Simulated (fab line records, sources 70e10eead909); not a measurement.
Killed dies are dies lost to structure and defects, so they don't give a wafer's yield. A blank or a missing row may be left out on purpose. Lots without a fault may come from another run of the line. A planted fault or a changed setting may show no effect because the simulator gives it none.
Chamber matching | flow nand_harc | NHARC_A_CHANNEL_FILL_D1_ALD_14 on ald_hk-02: 4 sister chambers
The step deposits SiO2, target thk 2.5 nm, pulse time 10 s, ald cycles 25. 16 wafers are shown with their chamber, then 8 later ones without.

WAFERS WITH THEIR CHAMBER
wafer  | chamber | heater_power_w (W) | precursor_pulse_height_rel
L830.1 | 2       | 513                | 0.999
L830.3 | 3       | 453                | 0.996
L830.4 | 1       | 432                | 0.976
L831.2 | 0       | 471                | 1.027
L831.5 | 0       | 480                | 1.007
L831.6 | 3       | 448                | 1.018
L835.1 | 3       | 464                | 0.978
L835.3 | 2       | 508                | 1.009
L835.5 | 0       | 469                | 1.014
L836.4 | 3       | 465                | 1.018
L836.5 | 1       | 424                | 1.027
L836.6 | 2       | 518                | 1.014
L839.1 | 1       | 434                | 0.994
L839.4 | 2       | 520                | 0.994
L839.5 | 2       | 527                | 0.984
L849.1 | 0       | 469                | 0.947

SIGNATURES (means of the wafers above)
reading                    | chamber 0 | chamber 1 | chamber 2 | chamber 3 | scatter within a chamber
heater_power_w             | 472.25    | 430.00    | 517.20    | 457.50    | 6.8
precursor_pulse_height_rel | 0.99875   | 0.99900   | 1.00000   | 1.00250   | 0.0238
Rule: a wafer's distance from a chamber is the root of the sum, over the readings, of the square of ((its reading less the chamber's mean) divided by the reading's scatter). The wafer belongs to the nearest chamber; if the next one is less than 2 further off, it can't be placed. The scatter: the root of (the sum of the squares of (reading less its chamber's mean) over the shown wafers, divided by (wafers less chambers)).

WAFERS WITHOUT THEIR CHAMBER
wafer  | heater_power_w (W) | precursor_pulse_height_rel
L849.3 | 518                | 1.036
L849.5 | 466                | 1.014
L848.2 | 426                | 0.975
L848.5 | 524                | 1.004
L848.6 | 430                | 1.017
L847.4 | 443                | 1.010
L847.5 | 434                | 0.996
L847.6 | 460                | 0.985

WHICH CHAMBER EACH WENT THROUGH
wafer  | from the rows above     | in truth
L849.3 | 2                       | 2
L849.5 | can't be placed: 0 or 3 | 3
L848.2 | 1                       | 1
L848.5 | 2                       | 2
L848.6 | 1                       | 1
L847.4 | can't be placed: 1 or 3 | 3
L847.5 | 1                       | 1
L847.6 | can't be placed: 3 or 0 | 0
Placed correctly: 5 of 8. Can't be placed from these rows: 3 (the true chamber is among the candidates in 3). Placed wrongly: 0.
